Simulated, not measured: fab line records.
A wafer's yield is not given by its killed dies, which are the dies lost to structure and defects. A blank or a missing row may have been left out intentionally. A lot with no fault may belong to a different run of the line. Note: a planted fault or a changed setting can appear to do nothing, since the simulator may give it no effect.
What tool caused it? / flow n5 finfet / 11 lots with 33 wafers sampled at 3 steps, on a route of 1938 steps

## WHAT THE GAUGES READ, wafer by wafer
N5_MOL_CONTACT_COAG_CD_MEAS_99: the cd target is 17.2 nm. Usual: 17.1 nm for cd nm, sd 0.32.
lot=L275; measured=day 5 01:43; on=cd sem-03; cd nm (nm)=17.2 17.4 17.1; flag=
lot=L276; measured=day 5 03:32; on=cd sem-02; cd nm (nm)=17.0 16.9 17.4; flag=
lot=L277; measured=day 5 14:29; on=cd sem-02; cd nm (nm)=17.1 16.7 17.4; flag=
lot=L278; measured=day 5 16:45; on=cd sem-01; cd nm (nm)=16.9 17.4 17.0; flag=
lot=L282; measured=day 7 01:19; on=cd sem-03; cd nm (nm)=17.3 16.9 17.5; flag=
lot=L283; measured=day 7 05:53; on=cd sem-01; cd nm (nm)=17.1 17.8 17.2; flag=
lot=L284; measured=day 7 18:27; on=cd sem-01; cd nm (nm)=17.1 17.1 17.7; flag=
lot=L286; measured=day 8 09:23; on=cd sem-01; cd nm (nm)=16.6 16.9 16.8; flag=
lot=L289; measured=day 8 23:28; on=cd sem-01; cd nm (nm)=16.9 17.3 16.5; flag=
lot=L295; measured=day 10 09:35; on=cd sem-02; cd nm (nm)=17.1 17.7 17.0; flag=
lot=L296; measured=day 10 16:10; on=cd sem-02; cd nm (nm)=17.3 17.2 17.4; flag=

## EACH LOT AND THE TOOL THAT RAN IT (in order: tool; ch and the chambers of the sampled wafers; start)
lot=L275; N5_MOL_CONTACT_COAG_ETCH_15=rie diel-05 ch 0,1,3, day 5 01:32; N5_MOL_CONTACT_COAG_ETCH_110=rie diel-05 ch 0,1,3, day 5 01:35
lot=L276; N5_MOL_CONTACT_COAG_ETCH_15=rie diel-04 ch 0,1,2, day 5 03:22; N5_MOL_CONTACT_COAG_ETCH_110=rie diel-04 ch 0,1,2, day 5 03:25
lot=L277; N5_MOL_CONTACT_COAG_ETCH_15=rie diel-02 ch 1,2,3, day 5 14:18; N5_MOL_CONTACT_COAG_ETCH_110=rie diel-02 ch 1,2,3, day 5 14:22
lot=L278; N5_MOL_CONTACT_COAG_ETCH_15=rie diel-04 ch 0,1,2, day 5 16:34; N5_MOL_CONTACT_COAG_ETCH_110=rie diel-04 ch 0,1,2, day 5 16:38
lot=L282; N5_MOL_CONTACT_COAG_ETCH_15=rie diel-02 ch 0,1, day 7 01:08; N5_MOL_CONTACT_COAG_ETCH_110=rie diel-02 ch 0,1, day 7 01:12
lot=L283; N5_MOL_CONTACT_COAG_ETCH_15=rie diel-02 ch 0,1,2, day 7 05:43; N5_MOL_CONTACT_COAG_ETCH_110=rie diel-02 ch 0,1,2, day 7 05:46
lot=L284; N5_MOL_CONTACT_COAG_ETCH_15=rie diel-05 ch 1,2,3, day 7 18:16; N5_MOL_CONTACT_COAG_ETCH_110=rie diel-05 ch 1,2,3, day 7 18:20
lot=L286; N5_MOL_CONTACT_COAG_ETCH_15=rie diel-04 ch 0,1,3, day 8 09:12; N5_MOL_CONTACT_COAG_ETCH_110=rie diel-04 ch 0,1,3, day 8 09:16
lot=L289; N5_MOL_CONTACT_COAG_ETCH_15=rie diel-04 ch 0,3, day 8 23:17; N5_MOL_CONTACT_COAG_ETCH_110=rie diel-04 ch 0,3, day 8 23:21
lot=L295; N5_MOL_CONTACT_COAG_ETCH_15=rie diel-02 ch 0,1, day 10 09:25; N5_MOL_CONTACT_COAG_ETCH_110=rie diel-02 ch 0,1, day 10 09:29
lot=L296; N5_MOL_CONTACT_COAG_ETCH_15=rie diel-05 ch 1,2,3, day 10 16:00; N5_MOL_CONTACT_COAG_ETCH_110=rie diel-05 ch 1,2,3, day 10 16:04
- N5_MOL_CONTACT_COAG_ETCH_15: etches SiNx in CH3F/O2, stops on Si:P, target depth 7 nm.
- N5_MOL_CONTACT_COAG_ETCH_110: etches Si in CF4/O2, target depth 2.5 nm, time 8 s.

## WHAT THE TOOLS THEMSELVES READ (means of the sampled wafers that have a number; where no wafer has one, the mark that the record gives instead)
N5_MOL_CONTACT_COAG_ETCH_15. Usual: drypump motor current A 5.8 A, standard deviation 0.42; oes product au 0.55 a.u., standard deviation 0.046; rf fwd power W 392.1 W, standard deviation 1.3; rf vpp V 298.8 V, standard deviation 2.6; showerhead plenum p Torr 2.01 Torr, standard deviation 0.039; throttle valve pct 16.32 %, standard deviation 0.15.
lot=L275; tool=rie diel-05; drypump motor current A (A)=6.0; oes product au (a.u.)=0.59; rf fwd power W (W)=391.9; rf vpp V (V)=298.2; showerhead plenum p Torr (Torr)=2.02; throttle valve pct (%)=16.19; flag=
lot=L276; tool=rie diel-04; drypump motor current A (A)=5.8; oes product au (a.u.)=0.53; rf fwd power W (W)=392.6; rf vpp V (V)=298.3; showerhead plenum p Torr (Torr)=2.01; throttle valve pct (%)=16.28; flag=
lot=L277; tool=rie diel-02; drypump motor current A (A)=5.5; oes product au (a.u.)=0.55; rf fwd power W (W)=391.3; rf vpp V (V)=301.3; showerhead plenum p Torr (Torr)=2.03; throttle valve pct (%)=16.47; flag=
lot=L278; tool=rie diel-04; drypump motor current A (A)=5.9; oes product au (a.u.)=0.53; rf fwd power W (W)=392.7; rf vpp V (V)=299.0; showerhead plenum p Torr (Torr)=2.01; throttle valve pct (%)=16.28; flag=
lot=L282; tool=rie diel-02; drypump motor current A (A)=6.1; oes product au (a.u.)=0.61; rf fwd power W (W)=392.3; rf vpp V (V)=301.9; showerhead plenum p Torr (Torr)=2.02; throttle valve pct (%)=16.26; flag=
lot=L283; tool=rie diel-02; drypump motor current A (A)=5.6; oes product au (a.u.)=0.57; rf fwd power W (W)=391.0; rf vpp V (V)=301.1; showerhead plenum p Torr (Torr)=2.01; throttle valve pct (%)=16.38; flag=
lot=L284; tool=rie diel-05; drypump motor current A (A)=5.8; oes product au (a.u.)=0.57; rf fwd power W (W)=391.7; rf vpp V (V)=297.7; showerhead plenum p Torr (Torr)=2.01; throttle valve pct (%)=16.18; flag=
lot=L286; tool=rie diel-04; drypump motor current A (A)=5.6; oes product au (a.u.)=0.51; rf fwd power W (W)=392.8; rf vpp V (V)=296.7; showerhead plenum p Torr (Torr)=2.04; throttle valve pct (%)=16.37; flag=
lot=L289; tool=rie diel-04; drypump motor current A (A)=5.5; oes product au (a.u.)=0.50; rf fwd power W (W)=391.9; rf vpp V (V)=294.5; showerhead plenum p Torr (Torr)=2.04; throttle valve pct (%)=16.45; flag=
lot=L295; tool=rie diel-02; drypump motor current A (A)=5.9; oes product au (a.u.)=0.56; rf fwd power W (W)=390.7; rf vpp V (V)=300.5; showerhead plenum p Torr (Torr)=2.00; throttle valve pct (%)=16.42; flag=
lot=L296; tool=rie diel-05; drypump motor current A (A)=5.8; oes product au (a.u.)=0.55; rf fwd power W (W)=392.1; rf vpp V (V)=297.5; showerhead plenum p Torr (Torr)=2.00; throttle valve pct (%)=16.22; flag=

N5_MOL_CONTACT_COAG_ETCH_110. Usual: drypump motor current A 5.8 A, standard deviation 0.42; oes product au 0.75 a.u., standard deviation 0.064; rf fwd power W 198.2 W, standard deviation 0.76; rf vpp V 128.0 V, standard deviation 1.4; showerhead plenum p Torr 2.24 Torr, standard deviation 0.04; throttle valve pct 10.78 %, standard deviation 0.19.
lot=L275; tool=rie diel-05; drypump motor current A (A)=6.0; oes product au (a.u.)=0.81; rf fwd power W (W)=198.2; rf vpp V (V)=127.7; showerhead plenum p Torr (Torr)=2.25; throttle valve pct (%)=10.58; flag=
lot=L276; tool=rie diel-04; drypump motor current A (A)=5.8; oes product au (a.u.)=0.72; rf fwd power W (W)=198.8; rf vpp V (V)=127.7; showerhead plenum p Torr (Torr)=2.24; throttle valve pct (%)=10.78; flag=
lot=L277; tool=rie diel-02; drypump motor current A (A)=5.5; oes product au (a.u.)=0.75; rf fwd power W (W)=198.0; rf vpp V (V)=129.1; showerhead plenum p Torr (Torr)=2.25; throttle valve pct (%)=10.92; flag=
lot=L278; tool=rie diel-04; drypump motor current A (A)=5.8; oes product au (a.u.)=0.72; rf fwd power W (W)=199.8; rf vpp V (V)=128.6; showerhead plenum p Torr (Torr)=2.24; throttle valve pct (%)=10.79; flag=
lot=L282; tool=rie diel-02; drypump motor current A (A)=6.0; oes product au (a.u.)=0.83; rf fwd power W (W)=197.8; rf vpp V (V)=128.3; showerhead plenum p Torr (Torr)=2.25; throttle valve pct (%)=10.63; flag=
lot=L283; tool=rie diel-02; drypump motor current A (A)=5.6; oes product au (a.u.)=0.79; rf fwd power W (W)=197.8; rf vpp V (V)=129.3; showerhead plenum p Torr (Torr)=2.24; throttle valve pct (%)=10.78; flag=
lot=L284; tool=rie diel-05; drypump motor current A (A)=5.8; oes product au (a.u.)=0.78; rf fwd power W (W)=197.9; rf vpp V (V)=127.7; showerhead plenum p Torr (Torr)=2.23; throttle valve pct (%)=10.62; flag=
lot=L286; tool=rie diel-04; drypump motor current A (A)=5.6; oes product au (a.u.)=0.69; rf fwd power W (W)=198.4; rf vpp V (V)=127.4; showerhead plenum p Torr (Torr)=2.26; throttle valve pct (%)=10.92; flag=
lot=L289; tool=rie diel-04; drypump motor current A (A)=5.6; oes product au (a.u.)=0.67; rf fwd power W (W)=198.4; rf vpp V (V)=126.6; showerhead plenum p Torr (Torr)=2.26; throttle valve pct (%)=10.98; flag=
lot=L295; tool=rie diel-02; drypump motor current A (A)=5.9; oes product au (a.u.)=0.76; rf fwd power W (W)=196.9; rf vpp V (V)=129.1; showerhead plenum p Torr (Torr)=2.23; throttle valve pct (%)=10.83; flag=
lot=L296; tool=rie diel-05; drypump motor current A (A)=5.8; oes product au (a.u.)=0.75; rf fwd power W (W)=197.6; rf vpp V (V)=128.1; showerhead plenum p Torr (Torr)=2.22; throttle valve pct (%)=10.70; flag=

## THE ANSWER, worked out from the rows above alone
Rule: a lot counts as off when the mean over its wafers that have a number is more than 3 standard deviations away from the usual mean. Also off: a lot with no number at a reading for which 4 or more lots have one. Where the step has rows for the other lots, those lots are counted as sound. After the gauges, taken in route order, come the tools' own readings; for these a lot's mean is taken, as printed above. At the first step where some lot is off, the reading lying furthest off is the one used; lots without a number count as furthest.
None of the lots is off at any reading shown; this tells nothing.

## WHAT WAS PUT IN BY THE SIMULATOR
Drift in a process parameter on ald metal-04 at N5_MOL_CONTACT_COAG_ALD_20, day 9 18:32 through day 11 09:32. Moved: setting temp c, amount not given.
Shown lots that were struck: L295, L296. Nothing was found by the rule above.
